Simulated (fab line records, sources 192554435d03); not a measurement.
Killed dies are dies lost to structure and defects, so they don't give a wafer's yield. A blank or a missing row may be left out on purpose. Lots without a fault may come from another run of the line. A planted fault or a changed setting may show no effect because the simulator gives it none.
A struck lot beside a sound one | flow n5_finfet | 17 steps out of a route of 1938
Sound: wafers L779.1, L779.4, L779.5. Struck: wafers L786.1, L786.4, L786.5. The cause comes at the end.
At each step with rows: each side's tool, then ch and its chambers, then its first start. Under that, the readings that differ: sound wafers | struck wafers | difference of the means | sigmas: that difference in standard deviations of wafers without a fault.
alike: readings whose means differ by less than 2 such deviations, and words and numbers that are the same on both sides. not compared: withheld readings, readings that some wafer has no value for, bounds like >300 that may hide the same value, and numbers for which the record gives no deviation and whose values overlap.
The two part at a step that has a row with sigmas, a row that says differs or no value, or rows on one side only. Numbers that don't overlap but have no deviation are shown without sigmas and don't part them. A reading that every wafer of one side lacks parts them only if that side has two wafers or more.

N5_BEOL_M0_SAQP_ETCH_49: etches SiO2 in CF4/O2, target depth 37 nm.
  sound on rie_diel-05 ch 0,2, day 6 01:10; struck on rie_diel-06 ch 1,2, day 7 18:20
  alike: drypump_motor_current_A, oes_product_au, rf_vpp_V, showerhead_plenum_p_Torr, throttle_valve_pct
  not compared: rf_hours_counter_h
N5_BEOL_M0_SAQP_STRIP_75: strips in CF4.
  sound on rie_diel-05 ch 0,2, day 6 01:16; struck on rie_diel-06 ch 1,2, day 7 18:26
  reading      | sound             | struck            | difference | sigmas
  rf_vpp_V (V) | 271.8 269.9 269.1 | 272.3 273.5 274.3 | +3.1       | +2
  alike: drypump_motor_current_A, oes_product_au, showerhead_plenum_p_Torr, throttle_valve_pct
  not compared: rf_hours_counter_h
then, 7 steps without rows for these wafers: N5_BEOL_M0_CUTY_COAT_50 (time 60 s, resist thk 15 nm); N5_BEOL_M0_CUTY_COAT_51 (resist thk 150 nm); N5_BEOL_M0_CUTY_EBR_52; N5_BEOL_M0_CUTY_SOFTBAKE_53 (time 60 s); N5_BEOL_M0_CUTY_EXPOSE_54 (exposes mask M0 ABLK); N5_BEOL_M0_CUTY_PEB_55 (peb time 60 s); N5_BEOL_M0_CUTY_DEVELOP_56 (develop time 30 s).
N5_BEOL_M0_CUTY_CD_MEAS_57: target cd 200 nm.
  sound on cd_sem-01 ch 0, day 6 01:40; struck on cd_sem-02 ch 0, day 7 18:50
  alike: cd_nm
N5_BEOL_M0_CUTY_OVL_MEAS_58:
  sound on overlay-01 ch 0, day 6 01:41; struck on overlay-01 ch 0, day 7 18:52
  alike: M0_ABLK_OVL
N5_BEOL_M0_CUTY_INSPECT_59: inspects for defects (macro).
  sound on defect_inspect-02, day 6 01:43; struck on defect_inspect-01, day 7 18:54
  alike: raw_defect_count
N5_BEOL_M0_CUTY_DESCUM_61: chemistry O2, time 7.9 s.
  sound on rie_diel-01 ch 0,2, day 6 02:37; struck on rie_diel-01 ch 0,1,3, day 7 18:56
  alike: drypump_motor_current_A, oes_product_au, rf_vpp_V, showerhead_plenum_p_Torr, throttle_valve_pct
  not compared: rf_hours_counter_h, model.CAR-ArF-block_of_BEOL_M0_CUTY_COAT_51.thk_nm
N5_BEOL_M0_CUTY_ETCH_62: etches SiARC in CF4, time 58.5 s.
  sound on rie_diel-01 ch 0,2, day 6 02:38; struck on rie_diel-01 ch 0,1,3, day 7 18:58
  alike: drypump_motor_current_A, etch_rf_on_time_s, oes_product_au, rf_vpp_V, showerhead_plenum_p_Torr, throttle_valve_pct
  not compared: rf_hours_counter_h, model.CAR-ArF-block_of_BEOL_M0_CUTY_COAT_51.thk_nm
N5_BEOL_M0_CUTY_ETCH_63: etches SOC in N2/H2, target depth 82.7 nm, overetch 16.5 nm, time 124 s.
  sound on rie_diel-01 ch 0,2, day 6 02:41; struck on rie_diel-01 ch 0,1,3, day 7 19:01
  alike: drypump_motor_current_A, oes_product_au, rf_vpp_V, showerhead_plenum_p_Torr, throttle_valve_pct
  not compared: rf_hours_counter_h
N5_BEOL_M4_RC_MEAS_101:
  sound on prober-01 ch 0, day 8 03:41; struck on prober-01 ch 0, day 9 16:57
  reading       | sound          | struck         | difference | sigmas
  DIBL_N (mV/V) | 42.0 36.9 37.6 | 34.1 34.2 33.3 | -5.0       | -2
  SS_N (mV/dec) | 73.4 71.7 71.6 | 70.5 70.8 70.1 | -1.8       | -2
  alike: DIBL_P, IOFF_N, IOFF_P, ION_N, ION_P, SS_P, VT_N, VT_P
N5_PASSIVATION_PROBE_49:
  the record has rows for the sound wafers here (prober-02, day 11 23:28) and none for the struck ones

WHERE THEY PART
First at N5_BEOL_M0_SAQP_STRIP_75; last, within this record, at N5_PASSIVATION_PROBE_49.

WHY: what the simulator had put in
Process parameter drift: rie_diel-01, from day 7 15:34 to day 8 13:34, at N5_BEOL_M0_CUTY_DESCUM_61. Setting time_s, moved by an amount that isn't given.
